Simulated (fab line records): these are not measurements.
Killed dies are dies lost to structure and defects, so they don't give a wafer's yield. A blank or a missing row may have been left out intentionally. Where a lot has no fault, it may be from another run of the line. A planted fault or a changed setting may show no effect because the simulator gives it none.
A struck lot beside a sound one + flow n5-finfet + 18 out of 1938 route steps
Sound: the wafers L823.1, L823.4, L823.6. Struck: wafers L839.2, L839.5, L839.6. At the end, the cause is stated.
At each step with rows: each side's tool, then ch and its chambers, then its first start. Under that, the readings that differ: sound wafers + struck wafers + difference of the means + sigmas: that difference in standard deviations of wafers without a fault.
alike: same words and numbers on both sides, and readings whose means sit less than 2 such deviations apart. not compared: any withheld reading, any reading some wafer has no value for, any bound like >300 that may hide the same value, and any number with overlapping values for which the record gives no deviation.
Wherever a step has rows on one side only, a row that says differs or no value, or a row with sigmas, the two part there. When numbers do not overlap yet have no deviation, they are printed without sigmas and do not part them. A reading that every wafer of one side lacks parts them only if that side has two wafers or more.

N5_BEOL_M3_INSPECT_30: inspects for defects (brightfield).
  sound on defect-inspect-02, day 7 02:55; struck on defect-inspect-01, day 11 10:00
  alike: raw-defect-count
then, 2 steps without rows for these wafers: N5_BEOL_M3_DESCUM_33 (chemistry O2, time 7 s); N5_BEOL_M3_ETCH_77 (etches underlayer in N2/H2, target depth 6.5 nm, time 5.2 s).
N5_BEOL_M3_ETCH_69: etches SiARC in CF4, target depth 15.6 nm, time 26 s.
  sound on rie-diel-03 ch 0,3, day 7 03:01; struck on rie-diel-05 ch 1,2, day 11 10:05
  alike: bias-w, drypump-motor-current-A, etch-rf-on-time-s, oes-product-au, rf-fwd-power-W, rf-vpp-V, showerhead-plenum-p-Torr, throttle-valve-pct
  not compared: rf-hours-counter-h
N5_BEOL_M3_ALD_98: deposits SiO2, target thk 2.5 nm, pulse time 1 s, co reactant pulse time 1 s.
  sound on ald-sin-04 ch 0,1, day 7 03:05; struck on ald-sin-04 ch 1,2, day 11 10:17
  alike: heater-power-w, precursor-pulse-height-rel
then, 1 step without rows for these wafers: N5_BEOL_M3_ETCHBACK_99 (etches SiO2 in CHF3, target depth 5 nm, time 10.4 s).
N5_BEOL_M3_ETCH_70: etches SOC in N2/H2, target depth 80 nm, overetch 16 nm, time 120 s.
  sound on rie-diel-04 ch 1,3, day 7 04:56; struck on rie-diel-03 ch 0,2,3, day 11 21:45
| reading            | sound             | struck            | difference | sigmas |
|--------------------|-------------------|-------------------|------------|--------|
| rf-fwd-power-W (W) | 837.7 835.8 838.7 | 831.4 831.2 831.9 | -5.9       | -2     |
  alike: bias-w, drypump-motor-current-A, oes-product-au, rf-vpp-V, showerhead-plenum-p-Torr, throttle-valve-pct
  not compared: rf-hours-counter-h
then, 2 steps without rows for these wafers: N5_BEOL_M3_STRIP_71 (strips in N2/H2); N5_BEOL_M3_STRIP_78 (strips in N2/H2).
N5_BEOL_M3_VIA_ETCH_34: etches the open film in C4F6/O2, target depth 69.4 nm, time 65.9 s.
  sound on rie-diel-04 ch 1,3, day 7 05:02; struck on rie-diel-03 ch 0,2,3, day 11 21:51
  alike: bias-w, drypump-motor-current-A, oes_f_703_au, oes_o_777_au, oes-product-au, rf-fwd-power-W, rf-vpp-V, showerhead-plenum-p-Torr, throttle-valve-pct
  not compared: rf-hours-counter-h
then, 2 steps without rows for these wafers: N5_BEOL_M3_STRIP_83 (strips in C4F6/O2); N5_BEOL_M3_STRIP_36 (strips in N2/H2).
N5_BEOL_M3_TRENCH_ETCH_37: etches SiOC in C4F6/O2, target depth 55.555 nm, time 29.2 s.
  sound on rie-diel-04 ch 1,3, day 7 05:08; struck on rie-diel-03 ch 0,2,3, day 11 21:57
| reading                             | sound             | struck            | difference | sigmas      |
|-------------------------------------|-------------------|-------------------|------------|-------------|
| bias-w (W)                          | 183.5 184.4 184.7 | 186.4 185.2 185.3 | +1.4       | +2          |
| oes_f_703_au (a.u.)                 | 0.80 0.70 0.69    | 0.60 0.48 0.55    | -0.19      | -3          |
| oes_o_777_au (a.u.)                 | 0.80 0.70 0.70    | 0.63 0.49 0.57    | -0.17      | -2          |
| rf-fwd-power-W (W)                  | 350.9 350.6 351.8 | 137.5 138.2 136.0 | -213.9     | -99 or more |
| rf-vpp-V (V)                        | 647 649 651       | 798 826 786       | +154       | +11         |
| model.etch.depth-nm (nm)            | 55.56 55.41 55.23 | 39.8 40.5 38.9    | -15.7      |             |
| model.BEOL_M3.feature-depth-nm (nm) | 55.6 55.4 55.2    | 39.8 40.6 38.8    | -15.7      |             |
  alike: drypump-motor-current-A, oes-product-au, showerhead-plenum-p-Torr, throttle-valve-pct
  not compared: rf-hours-counter-h, model.TiN_of_BEOL_M3_HM_DEP_02.thk-nm
then, 1 step without rows for these wafers: N5_BEOL_M3_ETCH_41 (etches SiCN in CH3F/O2, target depth 29.9 nm, time 52.5 s).
N5_BEOL_M3_STRIP_97: strips in N2/H2, time 10 s.
  sound: rie-diel-04 ch 1,3; struck: rie-diel-03 ch 0,2,3
  alike: drypump-motor-current-A, oes-product-au, rf-vpp-V, showerhead-plenum-p-Torr, throttle-valve-pct
  not compared: rf-hours-counter-h
N5_BEOL_M3_OCD_MEAS_38:
  sound on ocd-01, day 7 05:17; struck on ocd-02, day 11 22:06
| reading              | sound          | struck         | difference | sigmas |
|----------------------|----------------|----------------|------------|--------|
| trench-depth-nm (nm) | 55.5 55.5 55.4 | 38.8 40.4 38.4 | -16.3      | -14    |
then, 1 step without rows for these wafers: N5_BEOL_M3_HM_STRIP_39 (strips TiN in peroxide tin strip, target depth 25 nm, time 158 s).
N5_BEOL_M4_RC_MEAS_101:
  sound on prober-02 ch 0, day 8 04:49; struck on prober-02 ch 0, day 12 12:37
| reading       | sound          | struck         | difference | sigmas |
|---------------|----------------|----------------|------------|--------|
| DIBL_N (mV/V) | 37.3 37.8 36.9 | 35.3 34.2 32.5 | -3.3       | -2     |
| DIBL_P (mV/V) | 39.4 39.4 37.5 | 34.4 34.1 30.8 | -5.7       | -3     |
  alike: IOFF_N, IOFF_P, ION_N, ION_P, SS_N, SS_P, VT_N, VT_P

== WHERE THEY PART ==
First at N5_BEOL_M3_ETCH_70; last, within this record, at N5_BEOL_M4_RC_MEAS_101.

WHY: what had been put in by the simulator
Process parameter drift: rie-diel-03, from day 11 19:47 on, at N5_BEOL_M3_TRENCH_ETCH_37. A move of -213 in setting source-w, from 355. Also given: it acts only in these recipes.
